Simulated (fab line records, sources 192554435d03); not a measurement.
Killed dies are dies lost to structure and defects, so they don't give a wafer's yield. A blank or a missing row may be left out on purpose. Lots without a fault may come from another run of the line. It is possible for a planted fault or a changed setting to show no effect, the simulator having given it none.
Lot-split experiment :: flow n5 finfet :: on a route of 1938 steps: 7 lots, 39 wafers read

## THE SPLIT ITSELF
At N5_ZERO_LAYER_DEVELOP_10 (develop time 60 s), the setting develop time s was moved away from the recipe's 60 s on 18 of the 39 wafers read, by -50.4% to +42.1%. This setting was run at the recipe's value on the other wafers.

## BETWEEN THE SPLIT AND THE READING: the file shows 1 step in between
- N5_ZERO_LAYER_HARDBAKE_23: time 120 s

## THE READING
cd nm (nm) at N5_ZERO_LAYER_CD_MEAS_11, where the cd target is 2000 nm. A value of 2000.3 nm with a standard deviation of 2.3 nm is what fault-free wafers of this fab line usually give.

wafer: L076.1
tool, chamber at the split: litho track-01, 0
develop time s as run, s: 33.58
against the recipe: -44.0%
cd nm, nm: 1987.5
against lot-mates on the recipe: -13.6

wafer: L076.2
tool, chamber at the split: litho track-01, 0
develop time s as run, s: 33.58
against the recipe: -44.0%
cd nm, nm: 1989.6
against lot-mates on the recipe: -11.5

wafer: L076.3
tool, chamber at the split: litho track-01, 0
develop time s as run, s: 33.58
against the recipe: -44.0%
cd nm, nm: 1989.3
against lot-mates on the recipe: -11.8

wafer: L076.4
tool, chamber at the split: litho track-01, 0
develop time s as run, s: 60
against the recipe: recipe
cd nm, nm: 1998.5
against lot-mates on the recipe: -

wafer: L076.5
tool, chamber at the split: litho track-01, 0
develop time s as run, s: 60
against the recipe: recipe
cd nm, nm: 1999.8
against lot-mates on the recipe: -

wafer: L076.6
tool, chamber at the split: litho track-01, 0
develop time s as run, s: 60
against the recipe: recipe
cd nm, nm: 2004.9
against lot-mates on the recipe: -

wafer: L077.1
tool, chamber at the split: litho track-01, 0
develop time s as run, s: 60
against the recipe: recipe
cd nm, nm: 2002.5
against lot-mates on the recipe: -

wafer: L077.2
tool, chamber at the split: litho track-01, 0
develop time s as run, s: 60
against the recipe: recipe
cd nm, nm: 2007.0
against lot-mates on the recipe: -

wafer: L077.3
tool, chamber at the split: litho track-01, 0
develop time s as run, s: 37.28
against the recipe: -37.9%
cd nm, nm: 1994.7
against lot-mates on the recipe: -9.7

wafer: L077.4
tool, chamber at the split: litho track-01, 0
develop time s as run, s: 60
against the recipe: recipe
cd nm, nm: 2003.6
against lot-mates on the recipe: -

wafer: L077.5
tool, chamber at the split: litho track-01, 0
develop time s as run, s: 37.28
against the recipe: -37.9%
cd nm, nm: 1991.3
against lot-mates on the recipe: -13.1

wafer: L077.6
tool, chamber at the split: litho track-01, 0
develop time s as run, s: 37.28
against the recipe: -37.9%
cd nm, nm: 1993.2
against lot-mates on the recipe: -11.2

wafer: L079.1
tool, chamber at the split: litho track-04, 0
develop time s as run, s: 60
against the recipe: recipe
cd nm, nm: 2001.8
against lot-mates on the recipe: -

wafer: L079.2
tool, chamber at the split: litho track-04, 0
develop time s as run, s: 29.74
against the recipe: -50.4%
cd nm, nm: 1985.4
against lot-mates on the recipe: -15.3

wafer: L079.3
tool, chamber at the split: litho track-04, 0
develop time s as run, s: 60
against the recipe: recipe
cd nm, nm: 1998.3
against lot-mates on the recipe: -

wafer: L079.4
tool, chamber at the split: litho track-04, 0
develop time s as run, s: 60
against the recipe: recipe
cd nm, nm: 2002.1
against lot-mates on the recipe: -

wafer: L079.5
tool, chamber at the split: litho track-04, 0
develop time s as run, s: 29.74
against the recipe: -50.4%
cd nm, nm: 1986.3
against lot-mates on the recipe: -14.4

wafer: L079.6
tool, chamber at the split: litho track-04, 0
develop time s as run, s: 29.74
against the recipe: -50.4%
cd nm, nm: 1983.4
against lot-mates on the recipe: -17.3

wafer: L080.1
tool, chamber at the split: litho track-01, 0
develop time s as run, s: 60
against the recipe: recipe
cd nm, nm: 2002.1
against lot-mates on the recipe: -

wafer: L080.2
tool, chamber at the split: litho track-01, 0
develop time s as run, s: 71.61
against the recipe: +19.4%
cd nm, nm: 2006.9
against lot-mates on the recipe: +5.0

wafer: L080.3
tool, chamber at the split: litho track-01, 0
develop time s as run, s: 71.61
against the recipe: +19.4%
cd nm, nm: 2007.5
against lot-mates on the recipe: +5.6

wafer: L080.4
tool, chamber at the split: litho track-01, 0
develop time s as run, s: 60
against the recipe: recipe
cd nm, nm: 2001.8
against lot-mates on the recipe: -

wafer: L080.5
tool, chamber at the split: litho track-01, 0
develop time s as run, s: 60
against the recipe: recipe
cd nm, nm: 2001.9
against lot-mates on the recipe: -

wafer: L080.6
tool, chamber at the split: litho track-01, 0
develop time s as run, s: 71.61
against the recipe: +19.4%
cd nm, nm: 2009.6
against lot-mates on the recipe: +7.7

wafer: L083.1
tool, chamber at the split: litho track-04, 0
develop time s as run, s: 34.66
against the recipe: -42.2%
cd nm, nm: 1987.6
against lot-mates on the recipe: -11.9

wafer: L083.2
tool, chamber at the split: litho track-04, 0
develop time s as run, s: 60
against the recipe: recipe
cd nm, nm: 1998.7
against lot-mates on the recipe: -

wafer: L083.3
tool, chamber at the split: litho track-04, 0
develop time s as run, s: 34.66
against the recipe: -42.2%
cd nm, nm: 1987.7
against lot-mates on the recipe: -11.8

wafer: L083.4
tool, chamber at the split: litho track-04, 0
develop time s as run, s: 60
against the recipe: recipe
cd nm, nm: 2001.3
against lot-mates on the recipe: -

wafer: L083.5
tool, chamber at the split: litho track-04, 0
develop time s as run, s: 34.66
against the recipe: -42.2%
cd nm, nm: 1987.8
against lot-mates on the recipe: -11.7

wafer: L083.6
tool, chamber at the split: litho track-04, 0
develop time s as run, s: 60
against the recipe: recipe
cd nm, nm: 1998.6
against lot-mates on the recipe: -

wafer: L087.1
tool, chamber at the split: litho track-03, 0
develop time s as run, s: 60
against the recipe: recipe
cd nm, nm: 1997.8
against lot-mates on the recipe: -

wafer: L087.2
tool, chamber at the split: litho track-03, 0
develop time s as run, s: 85.26
against the recipe: +42.1%
cd nm, nm: 2007.1
against lot-mates on the recipe: +10.2

wafer: L087.3
tool, chamber at the split: litho track-03, 0
develop time s as run, s: 85.26
against the recipe: +42.1%
cd nm, nm: 2006.2
against lot-mates on the recipe: +9.3

wafer: L087.4
tool, chamber at the split: litho track-03, 0
develop time s as run, s: 85.26
against the recipe: +42.1%
cd nm, nm: 2005.7
against lot-mates on the recipe: +8.8

wafer: L087.5
tool, chamber at the split: litho track-03, 0
develop time s as run, s: 60
against the recipe: recipe
cd nm, nm: 1995.5
against lot-mates on the recipe: -

wafer: L087.6
tool, chamber at the split: litho track-03, 0
develop time s as run, s: 60
against the recipe: recipe
cd nm, nm: 1997.4
against lot-mates on the recipe: -

wafer: L091.1
tool, chamber at the split: litho track-04, 0
develop time s as run, s: 60
against the recipe: recipe
cd nm, nm: 1997.6
against lot-mates on the recipe: -

wafer: L091.2
tool, chamber at the split: litho track-04, 0
develop time s as run, s: 60
against the recipe: recipe
cd nm, nm: 2000.8
against lot-mates on the recipe: -

wafer: L091.4
tool, chamber at the split: litho track-04, 0
develop time s as run, s: 60
against the recipe: recipe
cd nm, nm: 1997.0
against lot-mates on the recipe: -

THE FIT
A straight line over all 39 wafers: cd nm changes by +0.249 nm for each +1% of develop time s; r = +0.92; the points scatter about the line by 2.9 nm.
The same after taking each lot's own level away (the mean of its wafers on the recipe; 39 wafers): +0.278 nm for each +1%; r = +0.98; scatter 1.6 nm.
The reading moves by 14 nm for the largest change in develop time s, on that fit.
Across the lots, their own levels run from 1996.90 to 2004.37 nm, a range of 3.2 times the standard deviation given above.
Hence the slope depends on the lot-to-lot level, as the two fits are not the same.
Check: -14.2 nm against its lot-mates is what the line predicts for one of the wafers moved furthest among these (-50.4%) when that wafer is left out of the fit. Against them it came out at -15.3 nm.

## THE WHOLE CHAIN: every reading that the file lists as answering this split, in the file's order
step: N5_ZERO_LAYER_CD_MEAS_11
what it does: target cd 2000 nm
reading: cd nm
change (the file's fit): +0.282 nm for each +1% of the setting
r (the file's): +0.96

step: N5_ZERO_LAYER_DESCUM_16
what it does: chemistry O2, time 7.9 s
reading: ZERO_LAYER.cd nm (the simulator's own value, which no gauge read)
change (the file's fit): +0.284 nm for each +1% of the setting
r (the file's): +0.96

## FILE'S OWN FIT
cd nm changes by +0.282 nm for each +1% of develop time s, r = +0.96.
